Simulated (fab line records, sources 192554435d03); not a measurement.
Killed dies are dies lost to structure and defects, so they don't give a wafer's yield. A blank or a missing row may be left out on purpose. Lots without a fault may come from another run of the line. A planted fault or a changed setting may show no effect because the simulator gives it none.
fab line records | flow n5_finfet
record lots=3 wafers=9 last_day=18
route steps=1938 shown BEOL_M11@1566 BEOL_M12@1602 BEOL_M15@1830 PASSIVATION@1936
lots that met no fault: from a run of the same line without faults
start_h: hours from the record's first day to the start of the lot's first wafer shown | wait_h: hours since the lot's step before | " the same as in the row above | L1.1+2: a row that stands for several wafers | - no value, or no start given | * or withheld: withheld | < > ~ a bound
route shown NAME@n: a module of which the file shows steps, and the number in the route of the first | usual: mean/standard deviation of fault-free wafers | same: alike in all rows | chamber/n: place in a boat | sites: the reading at each site | _std_site: their standard deviation | _edge_site: outer sites' mean less inner sites' | radius_mm: how far each site lies from the wafer's centre | mask NAME#n: copy n | behind: the tool/chamber that last shaped the wafer | hold: why the lot was held/for how many hours/how that ended | device: the transistor (n, p or np) that didn't switch | end of line: the same wafers' tests at the end of the route | a step without rows: its recipe alone | killed: dies lost to structure and defects at the first sort, not the wafer's yield | map: a wafer's dies, x killed, . not, _ none there
set.NAME: the setting as run; set.NAME@STEP: as run at that earlier step | model.NAME: the simulator's own value behind a step, which no gauge read
lots at some steps of the route; a table a step, a row a wafer
services: from which hour (start_h, from the record's first day; less than 0 if before it) a tool's chamber was out of use, for how many hours, and why
## steps
# step N5_BEOL_M11_PEB_26
# recipe peb_temp_c=withheld peb_time_s=60 resist=CAR-ArF
# step N5_BEOL_M11_DEVELOP_27
# recipe develop_time_s=30 developer=TMAH resist=CAR-ArF rinse_liquid=diw dry=air_spin dev_temp_c=23
# step N5_BEOL_M11_DESCUM_33
# recipe chemistry=O2 time_s=7.9 source_power_w=50 bias_power_w=20 pressure_mtorr=20 rf_frequency_hz=2.712e+07 temp_c=40 resist=CAR-ArF o2_flow_sccm=225
# step N5_BEOL_M11_ETCH_65
# recipe chemistry=CF4 target=SiARC target_depth_a=390 mask_material=CAR-ArF time_s=65 ion_energy_ev=80 pressure_mtorr=40 source_w=545 bias_w=36 Ar_flow_sccm=100 cf4_flow_sccm=100 ends=cleared
# step N5_BEOL_M11_ETCH_66
# recipe chemistry=N2/H2 target=SOC target_depth_a=1200 overetch_a=240 mask_material=SiARC temp_c=40 time_s=180 ion_energy_ev=200 pressure_mtorr=30 source_w=840 bias_w=150 n2_flow_sccm=200 h2_flow_sccm=200
# step N5_BEOL_M11_STRIP_69
# recipe chemistry=N2/H2 temp_c=40 n2_flow_sccm=200 h2_flow_sccm=200 rf_frequency_hz=6e+07
# step N5_BEOL_M11_VIA_ETCH_34
# recipe chemistry=C4F6/O2 target=SiCOH_lowk target_depth_a=1845 mask_material=SOC taper_deg=4 time_s=69.2 ion_energy_ev=250 pressure_mtorr=30 source_w=345 bias_w=185 Ar_flow_sccm=300 C4F6_flow_sccm=10 O2_flow_sccm=10
# step N5_BEOL_M11_STRIP_73
# recipe chemistry=C4F6/O2 resist=SiARC rf_frequency_hz=6e+07
# step N5_BEOL_M11_STRIP_36
# recipe chemistry=N2/H2 power_w=450 temp_c=40 pressure_mtorr=20 rf_frequency_hz=6e+07 overash_fraction=0.3 bias_power_w=7 h2_frac=0.5 n2_flow_sccm=200 h2_flow_sccm=200
# step N5_BEOL_M11_TRENCH_ETCH_37
# recipe chemistry=C4F6/O2 target_depth_a=1488.3 target=SiCOH_lowk time_s=48 ion_energy_ev=250 pressure_mtorr=30 source_w=345 bias_w=185 Ar_flow_sccm=300 C4F6_flow_sccm=10 O2_flow_sccm=10
# usual drypump_motor_current_A=5.7/0.31 oes_f_703_au=0.78/0.095 oes_o_777_au=0.78/0.094 oes_product_au=0.79/0.096 rf_fwd_power_W=341.2/1.4 rf_vpp_V=670/8.3 showerhead_plenum_p_Torr=2.85/0.091 throttle_valve_pct=20.89/0.21
# columns lot.wafer tool chamber start_h wait_h drypump_motor_current_A oes_f_703_au oes_o_777_au oes_product_au rf_fwd_power_W rf_hours_counter_h rf_vpp_V showerhead_plenum_p_Torr throttle_valve_pct model.BEOL_M11.feature_depth_nm model.etch.depth_nm
L310.1 rie_diel-05 1 315.60 - 5.1 0.82 0.81 0.81 341.8 73 665 2.88 20.76 151.4 151.4
L310.3 " 3 " " 6.3 0.85 0.85 0.88 339.8 36 682 3.01 20.99 149 149
L310.4 " 0 " " 5.3 0.68 0.68 0.71 343.6 206 675 2.82 20.92 148.6 148.7
L316.3 rie_diel-05 1 347.79 - 5.1 1.06 1.02 0.85 423.1 81 596 2.88 20.77 161.4 161.3
L316.4 " 3 " " 6.3 0.85 0.84 0.87 340.4 - 682 3.00 21.00 148.2 148.2
L316.5 " 1 " " 5.1 1.06 1.02 0.84 423.7 - 597 2.87 20.76 160 159.9
L322.2 rie_diel-04 0 389.46 - 5.7 0.65 0.66 0.65 342.2 250 676 2.80 21.40 137.8 137.8
L322.4 " 1 " " 5.9 0.65 0.65 0.67 339.8 235 674 2.93 20.95 142.6 142.6
L322.6 " 1 " " 5.9 0.66 0.65 0.67 340.0 - 674 2.93 20.93 143.8 143.9
# step N5_BEOL_M11_ETCH_41
# recipe chemistry=CH3F/O2 target=SiCN target_depth_a=426 taper_deg=2 time_s=86 ion_energy_ev=120 mask_material=TiN pressure_mtorr=30 source_w=395 bias_w=75 Ar_flow_sccm=150 CH3F_flow_sccm=30 O2_flow_sccm=20
# step N5_BEOL_M11_STRIP_77
# recipe chemistry=N2/H2 time_s=10 power_w=450 temp_c=40 pressure_mtorr=20 rf_frequency_hz=6e+07 bias_power_w=7 n2_flow_sccm=200 h2_flow_sccm=200
# step N5_BEOL_M11_OCD_MEAS_38
# usual trench_depth_nm=147.5/2.9
# columns lot.wafer tool chamber start_h wait_h trench_depth_nm
L310.1 ocd-01 - 315.78 - 151.8
L310.3 " - " " 149.0
L310.4 " - " " 148.7
L316.3 ocd-02 - 347.98 - 161.2
L316.4 " - " " 147.9
L316.5 " - " " 159.8
L322.2 ocd-02 - 389.65 - 138.2
L322.4 " - " " 142.5
L322.6 " - " " 143.7
# step N5_BEOL_M11_HM_STRIP_39
# recipe chemistry=peroxide_tin_strip material=TiN target_depth_a=250 temp_c=50 time_s=158
# step N5_BEOL_M11_SRD_40
# recipe time_s=30 temp_c=23 rinse_liquid=diw dry=ipa_marangoni
# step N5_BEOL_M11_PRECLEAN_42
# recipe chemistry=residue_remover time_s=60 temp_c=40
# step N5_BEOL_M11_SRD_43
# recipe time_s=30 temp_c=23 rinse_liquid=diw dry=ipa_marangoni
# step N5_BEOL_M11_CURE_72
# recipe temp_c=370 time_s=120 ambient=DMADMS/He material=SiCOH_lowk
# step N5_BEOL_M11_DEGAS_44
# recipe ambient=vacuum temp_c=250 time_s=60
# step N5_BEOL_M11_PRE_CLEAN_45
# recipe gas=H2/He time_s=30 temp_c=250
# step N5_BEOL_M11_ALD_74
# recipe material=TaN target_thk_a=20 temp_c=275 ald_precursor_family=PDMAT ald_co_reactant=NH3 pressure_torr=3 carrier_flow_sccm=1500 pulse_time_s=2 purge_time_s=3 co_reactant_purge_time_s=2 co_reactant_pulse_time_s=3 ald_cycles=40 precursor_vessel_temp_c=75 precursor_vessel_pressure_torr=26.25 precursor_vessel_carrier_sccm=1000
# step N5_BEOL_M11_SURFACE_TREAT_76
# recipe gas=Ar time_s=* ion_energy_ev=* ion_current_ma_cm2=0.5 pressure_mtorr=* ar_flow_sccm=30
# step N5_BEOL_M11_CVD_75
# recipe material=Co target_thk_a=20 temp_c=withheld precursor=CCTBA/H2 pressure_torr=30 time_s=138.9
# step N5_BEOL_M11_SPUTTER_48
# recipe material=Cu target_thk_a=120 temp_c=-20 bias_v=60 power_w=26000 chamber_pressure_pa=0.13 time_s=2
# step N5_BEOL_M11_ECD_50
# recipe material=Cu target_thk_a=3180
# step N5_BEOL_M11_ANNEAL_51
# recipe temp_c=225 time_s=90 ambient=N2
# step N5_BEOL_M11_CMP_52
# recipe stop_on=SiCOH_lowk t_overpolish_s=7 down_force_psi=1 platen_rpm=50 clearing_platen_down_force_psi=1.5 clearing_platen_rpm=50 post_cmp_clean=cu_alkaline target_thk_nm=140 clearing_platen_pad_velocity_m_s=0.99484 pad_velocity_m_s=0.99484
# usual barrier_field_endpoint_s=28.8/0.68 clearing_platen_down_force_psi=1.4998/0.003 motor_current_A=6.2/0.6 overpolish_run_s=7.000/0.0086 time_to_endpoint_s=65.5/2.8
# columns lot.wafer tool chamber start_h wait_h barrier_field_endpoint_s clearing_platen_down_force_psi motor_current_A overpolish_run_s time_to_endpoint_s model.Cu_of_BEOL_M11_ECD_50.thk_nm
L310.3 cmp-03 2 318.45 0.2 29.5 1.4973 6.2 7.002 62.9 139.6
L310.1 " 3 " " 28.8 1.4956 5.3 7.004 63.3 141.8
L310.4 " 0 " " 28.6 1.5068 7.5 7.014 63.4 139
L316.3 cmp-03 1 351.13 0.2 28.7 1.4968 6.2 6.990 65.9 151.6
L316.4 " 3 " " 29.2 1.4965 5.5 6.985 66.4 139
L316.5 " 1 " " 28.1 1.4951 7.1 6.995 64.7 150.6
L322.2 cmp-01 2 392.01 0.2 28.8 1.5000 5.5 6.992 66.7 130
L322.4 " 0 " " 29.5 1.5023 6.5 7.010 67.7 135.2
L322.6 " 1 " " 29.5 1.4951 6.2 6.985 71.1 136.4
# step N5_BEOL_M11_THK_MEAS_53
# recipe thk_meas_gauge=xrf reads=Cu_of_BEOL_M11_ECD_50
# usual M11_THK=138/3.3
# columns lot.wafer tool chamber start_h wait_h M11_THK[nm]
L310.1 film_metro-01 - 318.75 - 141
L310.3 " - " " 139
L310.4 " - " " 138
L316.3 film_metro-02 - 351.43 - 149
L316.4 " - " " 137
L316.5 " - " " 149
L322.2 film_metro-02 - 392.27 - 129
L322.4 " - " " 134
L322.6 " - " " 136
# step N5_BEOL_M11_PRE_CLEAN_55
# recipe gas=NH3 time_s=15 temp_c=withheld rf_power_w=300
# step N5_BEOL_M11_DEP_56
# recipe material=SiCN target_thk_a=300 temp_c=withheld precursor=3MS/NH3 pressure_torr=3 rf_w=675 time_s=10.5
# step N5_BEOL_M11_RS_MEAS_57
# recipe thk_meas_gauge=four-point-probe reads=Cu_of_BEOL_M11_ECD_50+Co_of_BEOL_M11_CVD_75+TaN_of_BEOL_M11_ALD_74
# usual M11_RS=0.153/0.0039
# columns lot.wafer tool chamber start_h wait_h M11_RS[ohm/sq]
L310.1 film_metro-01 - 318.87 0.0 0.149
L310.3 " - " " 0.151
L310.4 " - " " 0.152
L316.3 film_metro-02 - 351.55 0.0 0.138
L316.4 " - " " 0.152
L316.5 " - " " 0.139
L322.2 film_metro-01 - 392.39 0.0 0.163
L322.4 " - " " 0.156
L322.6 " - " " 0.155
# step N5_BEOL_M12_ILD_DEP_00
# recipe material=SiOC target_thk_a=6589.2 temp_c=350 precursor=DEMS/O2 pressure_torr=5 rf_w=500 time_s=130.7
# step N5_BEOL_M12_COAT_58
# recipe resist=BARC temp_c=205 time_s=60 spin_rpm=1500 resist_thk_nm=89
# step N5_BEOL_M12_COAT_04
# recipe spin_rpm=1625 resist_thk_nm=400
# step N5_BEOL_M12_EBR_06
# recipe solvent=PGMEA ebr_width_mm=1.5
# step N5_BEOL_M12_SOFTBAKE_05
# recipe temp_c=130 time_s=60
# step N5_BEOL_M15_RC_MEAS_101
# usual COMB_M10=1.6e-11/3.6e-12 COMB_M11=1.5e-11/3e-12 COMB_M12=6.5e-12/1.3e-12 COMB_M13=4.7e-12/1.1e-12 COMB_M14=3.5e-12/9.9e-13 COMB_M14_max_site=5.1e-12/1.4e-12 COMB_M15=2.5e-12/7.4e-13 COMB_M5=3.7e-11/7e-12 COMB_M6=2.5e-11/5e-12 COMB_M7=2.6e-11/5.2e-12 COMB_M8=2.6e-11/5.4e-12 COMB_M9=1.5e-11/3.3e-12 SERP_M10=3.07/0.076 SERP_M11=3.10/0.095 SERP_M11_max_site=3.19/0.091 SERP_M12=0.634/0.015 SERP_M13=0.308/0.0064 SERP_M14=0.160/0.0046 SERP_M5=39.4/1.9 SERP_M6=13.7/0.54 SERP_M7=13.8/0.58 SERP_M7_max_site=14.4/0.6 SERP_M8=13.8/0.5 SERP_M9=3.10/0.099
# columns lot.wafer tool chamber start_h wait_h COMB_M10[S/m] COMB_M11[S/m] COMB_M12[S/m] COMB_M13[S/m] COMB_M14[S/m] COMB_M14_max_site[S/m] COMB_M15[S/m] COMB_M5[S/m] COMB_M6[S/m] COMB_M7[S/m] COMB_M8[S/m] COMB_M9[S/m] SERP_M10[ohm/um] SERP_M11[ohm/um] SERP_M11_max_site[ohm/um] SERP_M12[ohm/um] SERP_M13[ohm/um] SERP_M14[ohm/um] SERP_M5[ohm/um] SERP_M6[ohm/um] SERP_M7[ohm/um] SERP_M7_max_site[ohm/um] SERP_M8[ohm/um] SERP_M9[ohm/um]
L310.1 prober-01 0 342.49 0.0 1.4e-11 1.5e-11 9.2e-12 4.4e-12 4.4e-12 6e-12 3.6e-12 4.4e-11 2.1e-11 1.7e-11 3.9e-11 2.3e-11 2.98 3.03 3.08 0.616 0.304 0.156 38.0 12.8 13.2 13.6 13.8 3.20
L310.3 " 0 " " 1.8e-11 1.3e-11 8.3e-12 5.6e-12 5.2e-12 8.3e-12 3.8e-12 2.4e-11 2.2e-11 3.3e-11 3.1e-11 1.7e-11 3.04 3.09 3.20 0.622 0.300 0.166 38.5 13.3 14.1 14.6 13.5 3.16
L310.4 " 0 " " 1.7e-11 1.4e-11 9.8e-12 6.1e-12 4.7e-12 6.1e-12 3e-12 4.2e-11 2.4e-11 2.4e-11 3.6e-11 1.3e-11 3.04 3.14 3.25 0.610 0.308 0.157 38.5 13.3 14.0 14.7 13.6 3.09
L316.3 prober-02 0 381.45 0.3 2e-11 1.2e-11 8e-12 3e-12 2.9e-12 4.1e-12 2.1e-12 4e-11 2.3e-11 2.4e-11 2e-11 1.9e-11 3.11 2.81 2.91 0.628 0.306 0.153 38.8 13.2 13.2 13.6 13.7 2.90
L316.4 " 0 " " 1.8e-11 1.8e-11 4.5e-12 3.7e-12 4.9e-12 5.8e-12 1.9e-12 4.3e-11 2.2e-11 2.2e-11 2.4e-11 1.6e-11 3.16 3.12 3.17 0.623 0.304 0.155 35.7 13.5 14.5 14.8 14.5 3.11
L316.5 " 0 " " 2.2e-11 1e-11 5.3e-12 4.9e-12 2.6e-12 4e-12 1.9e-12 3.2e-11 1.9e-11 2.7e-11 2.1e-11 1.8e-11 3.10 2.82 2.89 0.651 0.319 0.156 37.0 13.7 13.3 14.0 14.2 2.96
L322.2 prober-02 0 421.11 0.2 1.9e-11 1.9e-11 6.1e-12 2.9e-12 4.6e-12 5.9e-12 2.6e-12 3.4e-11 2.8e-11 2.3e-11 2.8e-11 1.1e-11 3.00 3.27 3.33 0.638 0.297 0.160 39.0 14.0 14.2 15.0 14.6 3.10
L322.4 " 0 " " 1.7e-11 1.5e-11 5.7e-12 8e-12 3.6e-12 6e-12 2.4e-12 3.2e-11 1.9e-11 3.1e-11 2.6e-11 1e-11 3.06 3.15 3.20 0.633 0.313 0.164 41.1 14.0 14.5 14.7 15.2 3.17
L322.6 " 0 " " 1.7e-11 2e-11 8.1e-12 3.9e-12 3.3e-12 4.1e-12 2e-12 4.4e-11 2.2e-11 2.2e-11 2.2e-11 1.2e-11 3.00 3.17 3.25 0.627 0.306 0.167 38.4 14.1 14.5 15.0 14.0 3.18
# sites SERP_M11 radius_mm=0,75,75,75,75,140,140,140,140
L310.1 2.96 3.03 3.00 3.03 2.98 3.08 3.03 3.05 2.98
L316.3 2.76 2.81 2.74 2.75 2.81 2.85 2.87 2.91 2.89
L322.2 3.27 3.28 3.32 3.22 3.33 3.16 3.27 3.14 3.20
# step N5_PASSIVATION_PROBE_49
# usual defect_limited_yield=91.2/1.6 killed_at_M0_to_M3=35/11 killed_at_M4_up=14/5.4 killed_at_contacts=13/6 killed_at_front_end=38/11 killed_at_other=3.4/2.6 killed_dies=104/19 killed_on_rim=13/3.9 killed_open=68/13 killed_short=34/8.5 sort_bin_5_function=5.1/1 sort_bin_6_memory=3.3/0.72 sort_n_pass=1075/22 sort_yield_pct=91.1/1.9
# same gross_dies=1180 killed_at_back_side=0 sort_bin_4_leakage[%]=0 sort_bin_8_speed[%]=0
# columns lot.wafer tool chamber start_h wait_h defect_limited_yield[%] killed_at_M0_to_M3 killed_at_M4_up killed_at_contacts killed_at_front_end killed_at_other killed_dies killed_on_rim killed_open killed_short sort_bin_5_function[%] sort_bin_6_memory[%] sort_n_pass sort_yield_pct[%]
L310.1 prober-02 - 355.87 0.0 90.7 35 20 16 36 3 110 15 76 33 5.6 3.4 1070 90.7
L310.3 prober-02 - 355.97 0.1 90.4 39 18 10 41 5 113 9 80 33 5.6 3.8 1067 90.4
L310.4 prober-02 - 356.02 0.2 89.9 42 19 12 46 0 119 11 76 43 5.4 4.5 1061 89.9
# killed by level:class
L310.1 MOL_CONTACT_COAG:geometric_particle:open=10 BEOL_M4:geometric_particle:open=10 STI_FIN_REVEAL:geometric_particle:open=9 FIN_SAQP:geometric_particle:open=7 BEOL_M0_SAQP:geometric_particle:short=7 FIN_SAQP:geometric_particle:short=6 MOL_CONTACT_COAG:geometric_particle:short=6 BEOL_M0_SAQP:geometric_particle:open=6
L310.3 STI_FIN_REVEAL:geometric_particle:open=13 FIN_SAQP:geometric_particle:short=11 BEOL_M2:geometric_particle:open=9 MOL_CONTACT_COAG:geometric_particle:open=8 FIN_SAQP:geometric_particle:open=7 BEOL_M1:geometric_particle:open=6 BEOL_M3:geometric_particle:open=6 BEOL_M0:geometric_particle:open=5
L310.4 BEOL_M1:geometric_particle:short=12 BEOL_M4:geometric_particle:open=10 FIN_SAQP:geometric_particle:short=10 MOL_CONTACT_COAG:geometric_particle:open=10 FIN_SAQP:geometric_particle:open=9 STI_FIN_REVEAL:geometric_particle:open=9 BEOL_M0:geometric_particle:open=7 BEOL_M2:geometric_particle:open=7
## services
# columns tool chamber start_h hours kind
rie_diel-04 3 301.26 - clean
rie_diel-04 3 301.26 - consumable_replace:focus_ring
rie_diel-04 3 301.26 - consumable_replace:showerhead
rie_diel-04 3 301.26 23.8 scheduled_down
rie_diel-04 3 301.26 23.8 vent_cycle
rie_diel-05 - 330.98 14.6 pm
cmp-01 - 358.42 3.8 repair
rie_diel-05 - 379.52 0.5 repair
rie_diel-04 0 389.62 - clean
rie_diel-04 0 389.62 - consumable_replace:focus_ring
rie_diel-04 0 389.62 32.8 scheduled_down
rie_diel-04 0 389.62 32.8 vent_cycle
## key
first_sign step=N5_BEOL_M11_TRENCH_ETCH_37 reading=rf_fwd_power_W direction=up sigmas=59 usual=* struck=*
effect step=N5_BEOL_M11_TRENCH_ETCH_37 reading=rf_vpp_V direction=down sigmas=8.9 usual=670 struck=596
effect step=N5_BEOL_M11_OCD_MEAS_38 reading=trench_depth_nm direction=up sigmas=4.5 usual=147.5 struck=160.5
effect step=N5_BEOL_M11_THK_MEAS_53 reading=M11_THK direction=up sigmas=3.4 usual=138 struck=149
effect step=N5_BEOL_M11_RS_MEAS_57 reading=M11_RS direction=down sigmas=3.6 usual=0.153 struck=0.139
effect step=N5_BEOL_M15_RC_MEAS_101 reading=SERP_M11 direction=down sigmas=3 usual=3.10 struck=2.82
model_effect step=N5_BEOL_M11_TRENCH_ETCH_37 value=BEOL_M11.feature_depth_nm without=147.8 struck=160.7
model_effect step=N5_BEOL_M11_CMP_52 value=Cu_of_BEOL_M11_ECD_50.thk_nm without=138.2 struck=151.1
met_at N5_BEOL_M11_TRENCH_ETCH_37
struck_wafers L316.3,L316.5
onset_between 315.60 347.79
fault kind=process_parameter_drift tool=rie_diel-05 chamber=1 onset_h=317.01 steps=N5_BEOL_M11_TRENCH_ETCH_37 channel=source_w offset=82.8 shape=step end_h=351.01 acts_in=these_recipes_only stated=345
